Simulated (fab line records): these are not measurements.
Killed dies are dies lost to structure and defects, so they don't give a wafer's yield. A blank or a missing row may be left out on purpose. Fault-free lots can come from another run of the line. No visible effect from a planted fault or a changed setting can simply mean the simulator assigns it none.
fab line records ; flow nandHarc ; part 1 of 2: steps 1 to 22 of 34
[record] lots = 5; wafers = 15; lastDay = 34
route steps=1302 shown A_CHANNEL_FILL_D1@493 A_DECK1_JOINT@518
lots that met no fault: from a run of the same line without faults
startH: start of the lot's first displayed wafer, in hours after the record's first day ; waitH: hours elapsed since this lot's preceding step ; " unchanged from the row above ; L1.1+2: several wafers, shown together as one row ; - no value, or no start given ; * or withheld: withheld ; < > ~ a bound
route shown NAME@n: names a module that has steps shown in the file, with the first one's number in the route ; usual: the fault-free wafers' mean and standard deviation ; same: alike in all rows ; chamber/n: place in a boat ; sites: each site's reading ; _std_site: how widely they spread, as a standard deviation ; _edge_site: outer sites' mean less inner sites' ; radiusMm: for every site, how far away it sits from the centre of the wafer ; mask NAME#n: copy n ; behind: the last tool/chamber to shape the wafer ; hold: why the lot went on hold/how many hours it stayed there/how the hold came to an end ; device: which transistor (n, p or np) failed to switch ; end of line: tests of these same wafers at the route's end ; a step without rows: its recipe alone ; killed: count of dies lost to structure and defects at first sort (not the wafer's yield) ; map: a wafer's dies, x killed, . not, _ none there
set.NAME: the setting the step ran with; set.NAME@STEP: the setting that earlier step ran with ; model.NAME: the simulator's own value behind a step, which no gauge read
certain route steps with their lots: each step a table, each wafer a row
services: from which hour (startH, from the record's first day; less than 0 if before it) a tool's chamber was out of use, for how many hours, and why
[[steps]]
[step NHARC_A_CHANNEL_FILL_D1_ALD_03]
[recipe] targetThkA = 60; pulseTimeS = 60; aldCycles = 58; tempC = 630; pressureTorr = 2; material = SiNx
[usual] chamberPressureTorr = 2.000/0.004; precursorPulseHeightRel = 0.998/0.02
[same] pulseTimeS = 60
lot.wafer;tool;chamber;startH;waitH;chamberPressureTorr;precursorPulseHeightRel
L084.1;aldSinBatch-02;0;-;-;1.999;1.004
L084.2;aldSinBatch-02;0;-;-;1.993;0.974
L084.6;aldSinBatch-02;0;-;-;1.998;1.016
L086.1;aldSinBatch-01;0;-;-;2.002;0.989
L086.3;aldSinBatch-01;0;-;-;2.002;1.002
L086.4;aldSinBatch-01;0;-;-;1.999;1.003
L094.2;aldSinBatch-02;0;-;-;1.995;0.955
L094.4;aldSinBatch-02;0;-;-;1.992;0.991
L094.6;aldSinBatch-02;0;-;-;1.993;1.014
L096.2;aldSinBatch-01;0;-;-;1.998;1.022
L096.5;aldSinBatch-01;0;-;-;1.995;1.008
L096.6;aldSinBatch-01;0;-;-;2.001;0.973
L097.1;aldSinBatch-02;0;-;-;1.998;1.027
L097.3;aldSinBatch-02;0;-;-;2.004;0.986
L097.4;aldSinBatch-02;0;-;-;2.005;1.006
[step NHARC_A_CHANNEL_FILL_D1_ALD_14]
[recipe] targetThkA = 25; pulseTimeS = 10; aldCycles = 25; tempC = 300; material = SiO2
[usual] heaterPowerW = 474/62; precursorPulseHeightRel = 1.000/0.021
[same] pulseTimeS = 10
lot.wafer;tool;chamber;startH;waitH;heaterPowerW;precursorPulseHeightRel
L084.1;aldHk-02;1;300.85;0.5;534;1.019
L084.2;aldHk-02;2;300.85;0.5;481;0.990
L084.6;aldHk-02;1;300.85;0.5;535;0.987
L086.1;aldHk-01;1;306.09;0.5;533;1.009
L086.4;aldHk-01;2;306.09;0.5;542;1.050
L086.3;aldHk-01;3;306.09;0.5;457;1.043
L094.2;aldHk-03;3;406.97;0.0;379;0.985
L094.4;aldHk-03;2;406.97;0.0;458;0.993
L094.6;aldHk-03;0;406.97;0.0;507;0.984
L096.2;aldHk-02;1;415.85;0.2;562;1.007
L096.5;aldHk-02;2;415.85;0.2;460;1.004
L096.6;aldHk-02;3;415.85;0.2;517;0.964
L097.1;aldHk-02;2;427.37;0.0;452;0.961
L097.4;aldHk-02;3;427.37;0.0;516;0.954
L097.3;aldHk-02;0;427.37;0.0;360;1.020
[step NHARC_A_CHANNEL_FILL_D1_ALD_15]
[recipe] targetThkA = 20; pulseTimeS = 60; aldCycles = 19; tempC = 630; pressureTorr = 2; material = SiNx
[usual] chamberPressureTorr = 2.000/0.0045; precursorPulseHeightRel = 0.998/0.018
[same] pulseTimeS = 60
lot.wafer;tool;chamber;startH;waitH;chamberPressureTorr;precursorPulseHeightRel
L084.1;aldSinBatch-02;0;-;-;1.998;0.985
L084.2;aldSinBatch-02;0;-;-;2.001;0.986
L084.6;aldSinBatch-02;0;-;-;1.996;1.002
L086.1;aldSinBatch-01;0;-;-;1.996;1.003
L086.3;aldSinBatch-01;0;-;-;2.001;0.990
L086.4;aldSinBatch-01;0;-;-;1.997;0.995
L094.2;aldSinBatch-01;0;-;-;2.001;0.999
L094.4;aldSinBatch-01;0;-;-;1.993;0.991
L094.6;aldSinBatch-01;0;-;-;2.000;0.991
L096.2;aldSinBatch-03;0;-;-;2.007;0.992
L096.5;aldSinBatch-03;0;-;-;2.014;1.002
L096.6;aldSinBatch-03;0;-;-;2.003;1.006
L097.1;aldSinBatch-02;0;-;-;2.003;1.031
L097.3;aldSinBatch-02;0;-;-;2.003;1.022
L097.4;aldSinBatch-02;0;-;-;2.003;1.010
[step NHARC_A_CHANNEL_FILL_D1_ALD_16]
[recipe] targetThkA = 15; pulseTimeS = 10; aldCycles = 15; tempC = 300; material = SiO2
[usual] heaterPowerW = 480/56; precursorPulseHeightRel = 0.999/0.018
[same] pulseTimeS = 10
lot.wafer;tool;chamber;startH;waitH;heaterPowerW;precursorPulseHeightRel
L084.1;aldHk-03;2;306.26;0.2;451;0.992
L084.2;aldHk-03;3;306.26;0.2;374;1.006
L084.6;aldHk-03;1;306.26;0.2;520;0.985
L086.4;aldHk-02;0;311.18;0.0;367;0.984
L086.1;aldHk-02;1;311.18;0.0;520;0.999
L086.3;aldHk-02;2;311.18;0.0;483;0.987
L094.2;aldHk-01;2;412.17;0.1;560;0.992
L094.4;aldHk-01;0;412.17;0.1;464;0.997
L094.6;aldHk-01;2;412.17;0.1;557;0.985
L096.2;aldHk-01;1;420.94;0.1;517;0.996
L096.6;aldHk-01;1;420.94;0.1;520;0.987
L096.5;aldHk-01;2;420.94;0.1;558;1.008
L097.4;aldHk-01;3;432.56;0.1;451;0.998
L097.3;aldHk-01;0;432.56;0.1;467;0.952
L097.1;aldHk-01;1;432.56;0.1;522;1.021
[step NHARC_A_CHANNEL_FILL_D1_ANNEAL_17]
[recipe] tempC = 850; timeS = 1800
[usual] tubeCenterTempC = 849.99/0.074
lot.wafer;tool;chamber;startH;waitH;tubeCenterTempC
L084.1;furnace-06;0;310.60;-;849.98
L084.2;furnace-06;0;310.60;-;850.1
L084.6;furnace-06;0;310.60;-;850.01
L086.1;furnace-06;0;314.44;-;850.08
L086.3;furnace-06;0;314.44;-;849.93
L086.4;furnace-06;0;314.44;-;849.95
L094.2;furnace-06;0;416.24;-;850.04
L094.4;furnace-06;0;416.24;-;850.06
L094.6;furnace-06;0;416.24;-;849.92
L096.2;furnace-06;0;424.35;3.4;849.93
L096.5;furnace-06;0;424.35;3.4;850.13
L096.6;furnace-06;0;424.35;3.4;850.04
L097.1;furnace-03;0;435.89;3.2;849.95
L097.3;furnace-03;0;435.89;3.2;850.04
L097.4;furnace-03;0;435.89;3.2;850.12
[step NHARC_A_CHANNEL_FILL_D1_CVD_18]
[recipe] targetThkA = 30; tempC = 550; material = poly-Si
[usual] tubeCenterTempC = 550.01/0.051
lot.wafer;tool;chamber;startH;waitH;tubeCenterTempC
L084.1;lpcvdPoly-02;0;317.15;-;550.02
L084.2;lpcvdPoly-02;0;317.15;-;549.94
L084.6;lpcvdPoly-02;0;317.15;-;549.96
L086.1;lpcvdPoly-03;0;320.90;-;550.03
L086.3;lpcvdPoly-03;0;320.90;-;550.06
L086.4;lpcvdPoly-03;0;320.90;-;549.95
L094.2;lpcvdPoly-01;0;422.91;-;550.05
L094.4;lpcvdPoly-01;0;422.91;-;549.91
L094.6;lpcvdPoly-01;0;422.91;-;550
L096.2;lpcvdPoly-03;0;430.81;-;550.03
L096.5;lpcvdPoly-03;0;430.81;-;550.04
L096.6;lpcvdPoly-03;0;430.81;-;549.98
L097.1;lpcvdPoly-03;0;442.37;-;550.01
L097.3;lpcvdPoly-03;0;442.37;-;549.96
L097.4;lpcvdPoly-03;0;442.37;-;549.92
[step NHARC_A_CHANNEL_FILL_D1_ETCHBACK_19]
[recipe] targetDepthA = 50; timeS = 1.7; hbrFlowSccm = 150; cl2FlowSccm = 50; rfW = 400; icpW = 400; biasW = 100; chemistry = HBr/Cl2
[usual] drypumpMotorCurrentA = 5.8/0.45; heBacksideLeakSccm = 2.7/0.3; oesProductAu = 1.005/0.014; throttleValvePct = 26.406/0.01
lot.wafer;tool;chamber;startH;waitH;drypumpMotorCurrentA;heBacksideLeakSccm;oesProductAu;rfHoursCounterH;throttleValvePct
L084.1;rieSi-04;1;319.20;0.4;6.2;2.8;1.006;0.86;26.387
L084.2;rieSi-04;0;319.20;0.4;5.5;2.4;0.993;0.96;26.409
L084.6;rieSi-04;1;319.20;0.4;6.2;2.8;0.996;-;26.407
L086.3;rieSi-04;0;322.95;0.4;5.5;2.6;0.981;0.97;26.416
L086.4;rieSi-04;1;322.95;0.4;6.2;2.9;0.995;0.89;26.405
L086.1;rieSi-04;2;322.95;0.4;6.1;2.1;1.014;0.72;26.417
L094.2;rieSi-05;1;425.03;0.4;6.1;2.7;0.996;0.65;26.429
L094.4;rieSi-05;2;425.03;0.4;6.2;2.6;1.029;0.73;26.406
L094.6;rieSi-05;0;425.03;0.4;5.4;2.8;1.002;-;26.403
L096.2;rieSi-05;3;432.91;0.4;5.7;2.6;1.006;0.78;26.403
L096.6;rieSi-05;0;432.91;0.4;5.4;2.8;1.016;-;26.388
L096.5;rieSi-05;1;432.91;0.4;6.1;2.6;1.001;-;26.380
L097.3;rieSi-04;0;444.44;0.4;5.5;2.5;0.993;0.69;26.424
L097.4;rieSi-04;2;444.44;0.4;6.1;2.2;1.004;0.57;26.399
L097.1;rieSi-04;3;444.44;0.4;4.9;2.6;1.028;0.71;26.389
[step NHARC_A_CHANNEL_FILL_D1_ETCHBACK_20]
[recipe] targetDepthA = 270; timeS = 13.5; c4f8FlowSccm = withheld; o2FlowSccm = 8; arFlowSccm = withheld; rfW = 600; biasW = 1500; chemistry = C4F8/O2/Ar
[usual] oesProductAu = 0.96/0.038; rfVppV = 976/4.7
lot.wafer;tool;chamber;startH;waitH;oesProductAu;rfHoursCounterH;rfVppV
L084.1;rieDiel-02;2;319.33;-;0.94;5.8;976
L084.2;rieDiel-02;3;319.33;-;0.91;5.7;978
L084.6;rieDiel-02;3;319.33;-;0.91;-;979
L086.4;rieDiel-13;3;323.09;-;0.89;6.3;984
L086.1;rieDiel-13;0;323.09;-;0.92;5.1;981
L086.3;rieDiel-13;1;323.09;-;0.94;6.2;975
L094.2;rieDiel-01;2;425.16;-;0.98;3.7;984
L094.6;rieDiel-01;0;425.16;-;1.01;-;973
L094.4;rieDiel-01;2;425.16;-;0.98;-;983
L096.2;rieDiel-13;3;433.02;-;0.92;2.2;985
L096.5;rieDiel-13;0;433.02;-;1.00;-;982
L096.6;rieDiel-13;3;433.02;-;0.92;-;985
L097.1;rieDiel-13;1;444.56;-;0.92;4.1;975
L097.3;rieDiel-13;3;444.56;-;0.91;2.5;985
L097.4;rieDiel-13;0;444.56;-;0.93;2.9;981
[step NHARC_A_CHANNEL_FILL_D1_STRIP_28]
[recipe] timeS = 20; o2FlowSccm = 500; arFlowSccm = 0; biasW = 0; chemistry = O2
[usual] drypumpMotorCurrentA = 5.9/0.38; oesProductAu = 0.998/0.013; rfVppV = 57.7/0.92; showerheadPlenumPTorr = 3.47/0.12; throttleValvePct = 17.036/0.0087
lot.wafer;tool;chamber;startH;waitH;drypumpMotorCurrentA;oesProductAu;rfHoursCounterH;rfVppV;showerheadPlenumPTorr;throttleValvePct
L084.1;rieDiel-02;0;319.42;0.1;6.6;1.003;5.0;57.8;3.40;17.033
L084.2;rieDiel-02;2;319.42;0.1;5.7;1.001;5.8;56.8;3.49;17.028
L084.6;rieDiel-02;3;319.42;0.1;5.4;1.001;-;57.2;3.53;17.052
L086.4;rieDiel-13;3;323.17;0.1;5.4;0.981;6.3;59.9;3.68;17.039
L086.1;rieDiel-13;0;323.17;0.1;6.2;1.003;5.1;56.2;3.60;17.026
L086.3;rieDiel-13;2;323.17;0.1;6.0;0.993;6.1;57.1;3.35;17.034
L094.2;rieDiel-01;2;425.25;0.1;5.4;0.977;3.7;59.1;3.67;17.022
L094.6;rieDiel-01;3;425.25;0.1;6.2;1.000;-;56.7;3.35;17.051
L094.4;rieDiel-01;2;425.25;0.1;5.5;0.990;-;59.5;3.67;17.044
L096.2;rieDiel-13;2;433.11;0.1;6.0;1.000;4.2;57.1;3.35;17.041
L096.5;rieDiel-13;0;433.11;0.1;6.2;0.992;-;58.0;3.60;17.052
L096.6;rieDiel-13;2;433.11;0.1;6.0;0.995;-;56.7;3.35;17.033
L097.3;rieDiel-13;0;444.65;0.1;6.2;0.988;2.9;57.5;3.60;17.028
L097.4;rieDiel-13;2;444.65;0.1;6.0;0.996;4.5;58.3;3.35;17.042
L097.1;rieDiel-13;3;444.65;0.1;5.4;0.976;2.5;58.2;3.68;17.034
[step NHARC_A_CHANNEL_FILL_D1_PRECLEAN_21]
[recipe] timeS = 30; chemistry = dHF
lot.wafer;tool;chamber;startH;waitH
L084.2+6+1;wetBench-03;7,1,2;319.52;-
L086.3+1+4;wetBench-06;2,5,7;323.27;-
L094.2+4+6;wetBench-05;4,5,6;425.37;-
L096.2+5+6;wetBench-06;6,7,0;433.21;-
L097.3+4+1;wetBench-06;0,2,3;444.76;-
[step NHARC_A_CHANNEL_FILL_D1_SRD_23]
lot.wafer;tool;chamber;startH;waitH
L084.2+6+1;wetBench-03;7,1,2;319.54;0.0
L086.3+1+4;wetBench-06;2,5,7;323.30;0.0
L094.2+4+6;wetBench-05;4,5,6;425.40;0.0
L096.2+5+6;wetBench-06;6,7,0;433.24;0.0
L097.3+4+1;wetBench-06;0,2,3;444.78;0.0
[step NHARC_A_CHANNEL_FILL_D1_CVD_05]
[recipe] targetThkA = 50; tempC = 550; material = poly-Si
[usual] tubeCenterTempC = 550/0.049
lot.wafer;tool;chamber;startH;waitH;tubeCenterTempC
L084.1;lpcvdPoly-02;0;321.99;2.4;549.99
L084.2;lpcvdPoly-02;0;321.99;2.4;549.98
L084.6;lpcvdPoly-02;0;321.99;2.4;550.01
L086.1;lpcvdPoly-01;0;325.57;2.3;549.98
L086.3;lpcvdPoly-01;0;325.57;2.3;550.04
L086.4;lpcvdPoly-01;0;325.57;2.3;550.07
L094.2;lpcvdPoly-02;0;427.85;2.4;550.06
L094.4;lpcvdPoly-02;0;427.85;2.4;549.98
L094.6;lpcvdPoly-02;0;427.85;2.4;550.04
L096.2;lpcvdPoly-02;0;435.69;2.4;550.02
L096.5;lpcvdPoly-02;0;435.69;2.4;550.04
L096.6;lpcvdPoly-02;0;435.69;2.4;549.99
L097.1;lpcvdPoly-01;0;448.02;3.2;550.04
L097.3;lpcvdPoly-01;0;448.02;3.2;550.04
L097.4;lpcvdPoly-01;0;448.02;3.2;549.92
[step NHARC_A_CHANNEL_FILL_D1_ANNEAL_22]
[recipe] tempC = 620; timeS = 7200
[usual] tubeCenterTempC = 620/0.057
lot.wafer;tool;chamber;startH;waitH;tubeCenterTempC
L084.1;furnace-03;0;327.23;3.4;619.88
L084.2;furnace-03;0;327.23;3.4;619.94
L084.6;furnace-03;0;327.23;3.4;619.95
L086.1;furnace-02;0;330.93;3.5;620.07
L086.3;furnace-02;0;330.93;3.5;620.04
L086.4;furnace-02;0;330.93;3.5;620.02
L094.2;furnace-06;0;433.03;3.3;620.14
L094.4;furnace-06;0;433.03;3.3;620.02
L094.6;furnace-06;0;433.03;3.3;620.03
L096.2;furnace-02;0;441.00;3.5;619.99
L096.5;furnace-02;0;441.00;3.5;620.08
L096.6;furnace-02;0;441.00;3.5;620
L097.1;furnace-06;0;453.23;3.3;620.04
L097.3;furnace-06;0;453.23;3.3;619.92
L097.4;furnace-06;0;453.23;3.3;620.08
[step NHARC_A_CHANNEL_FILL_D1_ALD_25]
[recipe] targetThkA = 600; pulseTimeS = 10; aldCycles = 600; tempC = 300; material = SiOx
[usual] heaterPowerW = 476/60; precursorPulseHeightRel = 0.997/0.02
[same] pulseTimeS = 10
lot.wafer;tool;chamber;startH;waitH;heaterPowerW;precursorPulseHeightRel
L084.1;aldHk-02;1;331.88;0.7;529;0.994
L084.2;aldHk-02;2;331.88;0.7;474;1.020
L084.6;aldHk-02;1;334.29;3.1;525;0.992
L086.4;aldHk-03;0;335.03;0.0;512;0.989
L086.3;aldHk-03;1;335.03;0.0;519;1.003
L086.1;aldHk-03;2;335.03;0.0;450;1.017
L094.2;aldHk-03;3;437.70;0.7;375;1.014
L094.4;aldHk-03;0;437.70;0.7;519;1.005
L094.6;aldHk-03;2;439.56;2.5;462;1.002
L096.2;aldHk-03;1;447.34;2.4;498;1.032
L096.6;aldHk-03;3;448.60;3.6;382;0.986
L096.5;aldHk-03;0;448.60;3.6;514;0.989
L097.1;aldHk-01;2;458.57;1.3;568;0.997
L097.4;aldHk-01;3;459.80;2.5;456;1.013
L097.3;aldHk-01;0;461.02;3.7;469;1.010
[step NHARC_A_CHANNEL_FILL_D1_ETCHBACK_08]
[recipe] targetDepthA = 2200; timeS = 110; c4f8FlowSccm = 20; arFlowSccm = withheld; rfW = 600; biasW = 300; chemistry = C4F8
[usual] oesProductAu = 0.97/0.035; rfVppV = 440.1/2.3
lot.wafer;tool;chamber;startH;waitH;oesProductAu;rfHoursCounterH;rfVppV
L084.2;rieDiel-13;0;-;-;1.01;5.7;441.3
L084.1;rieDiel-13;3;-;-;0.90;6.9;443.9
L084.6;rieDiel-13;1;-;-;0.94;-;439.4
L086.3;rieDiel-02;2;-;-;1.00;6.5;439.8
L086.1;rieDiel-02;3;-;-;0.98;6.3;443.2
L086.4;rieDiel-02;0;-;-;0.99;5.5;438.9
L094.2;rieDiel-13;3;-;-;0.98;2.4;443.0
L094.6;rieDiel-13;0;-;-;0.99;-;441.9
L094.4;rieDiel-13;2;-;-;0.98;-;438.0
L096.2;rieDiel-01;0;-;-;1.00;5.8;440.2
L096.5;rieDiel-01;0;-;-;1.00;-;438.7
L096.6;rieDiel-01;2;-;-;0.98;-;444.6
L097.4;rieDiel-13;1;-;-;0.92;4.9;439.4
L097.3;rieDiel-13;3;-;-;0.90;3.3;444.2
L097.1;rieDiel-13;0;-;-;0.93;3.7;441.4
[step NHARC_A_CHANNEL_FILL_D1_STRIP_29]
[recipe] timeS = 20; o2FlowSccm = 500; arFlowSccm = 0; biasW = 0; chemistry = O2
[usual] drypumpMotorCurrentA = 5.8/0.34; oesProductAu = 0.995/0.013; rfVppV = 57.7/0.89; showerheadPlenumPTorr = 3.49/0.12; throttleValvePct = 17.038/0.0097
lot.wafer;tool;chamber;startH;waitH;drypumpMotorCurrentA;oesProductAu;rfHoursCounterH;rfVppV;showerheadPlenumPTorr;throttleValvePct
L084.1;rieDiel-13;1;-;-;5.8;1.015;6.6;57.1;3.47;17.026
L084.2;rieDiel-13;2;-;-;6.0;0.997;6.5;57.9;3.35;17.042
L084.6;rieDiel-13;3;-;-;5.4;0.974;-;58.3;3.68;17.029
L086.3;rieDiel-02;2;-;-;5.7;1.005;6.5;56.5;3.49;17.052
L086.1;rieDiel-02;3;-;-;5.4;0.990;6.3;58.5;3.53;17.053
L086.4;rieDiel-02;0;-;-;6.6;0.996;5.5;59.5;3.40;17.032
L094.2;rieDiel-13;3;442.82;0.1;5.4;0.967;2.5;58.2;3.68;17.035
L094.6;rieDiel-13;0;442.82;0.1;6.2;0.991;-;56.9;3.60;17.045
L094.4;rieDiel-13;2;442.82;0.1;6.0;0.996;-;58.2;3.35;17.045
L096.2;rieDiel-01;2;451.91;0.2;5.5;0.977;5.8;58.6;3.67;17.039
L096.6;rieDiel-01;2;451.91;0.2;5.5;0.977;-;58.9;3.67;17.036
L096.5;rieDiel-01;3;451.91;0.2;6.2;0.993;-;59.1;3.35;17.045
L097.3;rieDiel-13;1;-;-;5.7;0.992;5.0;58.1;3.46;17.025
L097.4;rieDiel-13;3;-;-;5.4;0.976;3.3;58.4;3.68;17.028
L097.1;rieDiel-13;0;-;-;6.2;1.006;3.7;59.0;3.60;17.053
[step NHARC_A_CHANNEL_FILL_D1_PRECLEAN_30]
[recipe] timeS = 30; chemistry = dHF
lot.wafer;tool;chamber;startH;waitH
L084.6+1+2;wetBench-03;4,5,1;336.98;-
L086.1+3+4;wetBench-03;3,4,5;340.83;-
L094.6+4+2;wetBench-03;4,5,7;442.93;-
L096.5+2+6;wetBench-05;3,4,6;452.01;-
L097.1+3+4;wetBench-05;6,7,3;466.82;-
[step NHARC_A_CHANNEL_FILL_D1_SRD_31]
lot.wafer;tool;chamber;startH;waitH
L084.6+1+2;wetBench-03;4,5,1;337.01;0.0
L086.1+3+4;wetBench-03;3,4,5;340.86;0.0
L094.6+4+2;wetBench-03;4,5,7;442.95;0.0
L096.5+2+6;wetBench-05;3,4,6;452.03;0.0
L097.1+3+4;wetBench-05;6,7,3;466.84;0.0
[step NHARC_A_CHANNEL_FILL_D1_CVD_09]
[recipe] targetThkA = 1500; tempC = 620; pressureMtorr = 200; timeS = 3000; material = poly-Si
[usual] tubeCenterTempC = 620.01/0.055
lot.wafer;tool;chamber;startH;waitH;tubeCenterTempC
L084.1;lpcvdPoly-01;0;339.28;2.3;619.98
L084.2;lpcvdPoly-01;0;339.28;2.3;620.11
L084.6;lpcvdPoly-01;0;339.28;2.3;620
L086.1;lpcvdPoly-01;0;343.13;2.3;620.03
L086.3;lpcvdPoly-01;0;343.13;2.3;620.09
L086.4;lpcvdPoly-01;0;343.13;2.3;620.03
L094.2;lpcvdPoly-01;0;445.22;2.3;619.98
L094.4;lpcvdPoly-01;0;445.22;2.3;619.93
L094.6;lpcvdPoly-01;0;445.22;2.3;620
L096.2;lpcvdPoly-01;0;454.57;2.5;619.98
L096.5;lpcvdPoly-01;0;454.57;2.5;619.97
L096.6;lpcvdPoly-01;0;454.57;2.5;620
L097.1;lpcvdPoly-03;0;469.19;2.3;619.98
L097.3;lpcvdPoly-03;0;469.19;2.3;620.06
L097.4;lpcvdPoly-03;0;469.19;2.3;620.12
[step NHARC_A_CHANNEL_FILL_D1_CMP_10]
[recipe] targetThkNm = 150
[usual] motorCurrentA = 12.2/1.5; padLifeWafers = 200/100; timeToEndpointS = 15/3.5
lot.wafer;tool;chamber;startH;waitH;motorCurrentA;padLifeWafers;timeToEndpointS
L084.1;cmp-01;0;342.48;0.4;10.5;204;15
L084.2;cmp-01;3;342.48;0.4;12.2;207;12
L084.6;cmp-01;0;342.48;0.4;10.9;-;16
L086.3;cmp-02;2;346.29;0.4;11.7;48;14
L086.1;cmp-02;3;346.29;0.4;12.5;49;17
L086.4;cmp-02;1;346.29;0.4;11.4;51;19
L094.2;cmp-01;1;448.42;0.4;11.2;259;14
L094.4;cmp-01;3;448.42;0.4;12.0;261;13
L094.6;cmp-01;1;448.42;0.4;10.9;-;12
L096.2;cmp-04;1;457.73;0.4;13.1;180;9
L096.5;cmp-04;1;457.73;0.4;12.9;-;13
L096.6;cmp-04;2;457.73;0.4;13.8;-;16
L097.3;cmp-04;0;472.42;0.4;12.8;235;15
L097.4;cmp-04;1;472.42;0.4;13.6;236;12
L097.1;cmp-04;2;472.42;0.4;13.6;237;15
[step NHARC_A_CHANNEL_FILL_D1_SRD_12]
lot.wafer;tool;chamber;startH;waitH
L084.2+1+6;wetBench-03;4,0,1;342.78;0.0
L086.4+3+1;wetBench-03;5,0,1;346.58;0.0
L094.4+2+6;wetBench-03;0,1,3;448.69;0.0
L096.2+5+6;wetBench-03;4,6,7;458.02;0.0
L097.1+3+4;wetBench-03;1,4,5;472.70;0.0
[step NHARC_A_CHANNEL_FILL_D1_INSPECT_13]
[usual] rawDefectCount = 333/150
lot.wafer;tool;chamber;startH;waitH;rawDefectCount
L084.1;defectInspect-01;-;342.90;0.0;238
L084.2;defectInspect-01;-;342.90;0.0;113
L084.6;defectInspect-01;-;342.90;0.0;172
L086.1;defectInspect-01;-;346.70;0.0;240
L086.3;defectInspect-01;-;346.70;0.0;466
L086.4;defectInspect-01;-;346.70;0.0;231
L094.2;defectInspect-01;-;448.80;0.0;928
L094.4;defectInspect-01;-;448.80;0.0;309
L094.6;defectInspect-01;-;448.80;0.0;274
L096.2;defectInspect-02;-;458.14;0.0;278
L096.5;defectInspect-02;-;458.14;0.0;349
L096.6;defectInspect-02;-;458.14;0.0;726
L097.1;defectInspect-01;-;472.81;0.0;257
L097.3;defectInspect-01;-;472.81;0.0;606
L097.4;defectInspect-01;-;472.81;0.0;354
